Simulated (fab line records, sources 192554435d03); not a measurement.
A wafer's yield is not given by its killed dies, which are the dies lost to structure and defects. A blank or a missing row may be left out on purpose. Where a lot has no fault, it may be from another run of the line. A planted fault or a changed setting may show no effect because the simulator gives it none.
Matching of chambers	flow n5_finfet	N5_GATE_CUT_STRIP_42 on rie_diel-05 has 4 sister chambers
The step strips in O2. 18 wafers are shown with their chamber, then 9 later ones without.

WAFERS, EACH WITH ITS CHAMBER
wafer	chamber	throttle_valve_pct (%)	oes_product_au (a.u.)	showerhead_plenum_p_Torr (Torr)
L074.2	1	16.38	0.90	2.05
L074.3	3	16.37	0.79	2.11
L074.4	2	16.85	0.85	2.11
L077.4	3	16.39	0.79	2.11
L077.5	1	16.38	0.91	2.05
L077.6	0	16.92	0.70	2.08
L079.2	2	16.87	0.84	2.11
L079.5	2	16.88	0.83	2.11
L079.6	3	16.39	0.78	2.11
L086.4	3	16.41	0.76	2.10
L086.5	2	16.90	0.82	2.10
L086.6	3	16.43	0.76	2.10
L087.1	2	16.88	0.82	2.10
L087.2	1	16.42	0.88	2.05
L087.3	0	16.96	0.69	2.07
L087.4	3	16.42	0.77	2.10
L087.5	3	16.42	0.77	2.10
L087.6	0	16.93	0.69	2.07

SIGNATURES, as means of the wafers listed above
reading	chamber 0	chamber 1	chamber 2	chamber 3	scatter within a chamber
throttle_valve_pct	16.9367	16.3933	16.8760	16.4043	0.0207
oes_product_au	0.6933	0.8967	0.8320	0.7743	0.0125
showerhead_plenum_p_Torr	2.0733	2.0500	2.1060	2.1043	0.00506
Rule: a wafer's distance from a chamber is the root of the sum, over the readings, of the square of ((its reading less the chamber's mean) divided by the reading's scatter). If the next closest chamber is less than 2 further off than the closest, the wafer can't be placed; otherwise it belongs to the closest. The scatter is the square root of a quotient: the sum, over the shown wafers, of each reading's squared deviation from its chamber's mean, divided by wafers minus chambers.

WAFERS WITHOUT THEIR CHAMBER
wafer	throttle_valve_pct (%)	oes_product_au (a.u.)	showerhead_plenum_p_Torr (Torr)
L093.1	16.92	0.81	2.10
L093.3	16.95	0.69	2.07
L093.6	16.43	0.86	2.04
L096.1	16.44	0.85	2.04
L096.2	16.98	0.68	2.07
L096.3	16.92	0.80	2.10
L096.4	16.45	0.76	2.10
L096.5	16.44	0.75	2.10
L096.6	16.93	0.80	2.10

CHAMBER TAKEN BY EACH
wafer	from the rows above	in truth
L093.1	2	2
L093.3	0	0
L093.6	1	1
L096.1	1	1
L096.2	0	0
L096.3	2	2
L096.4	3	3
L096.5	3	3
L096.6	2	2
Correct placement for 9 of the 9. From these rows, 0 cannot be placed. Placed wrongly: 0.
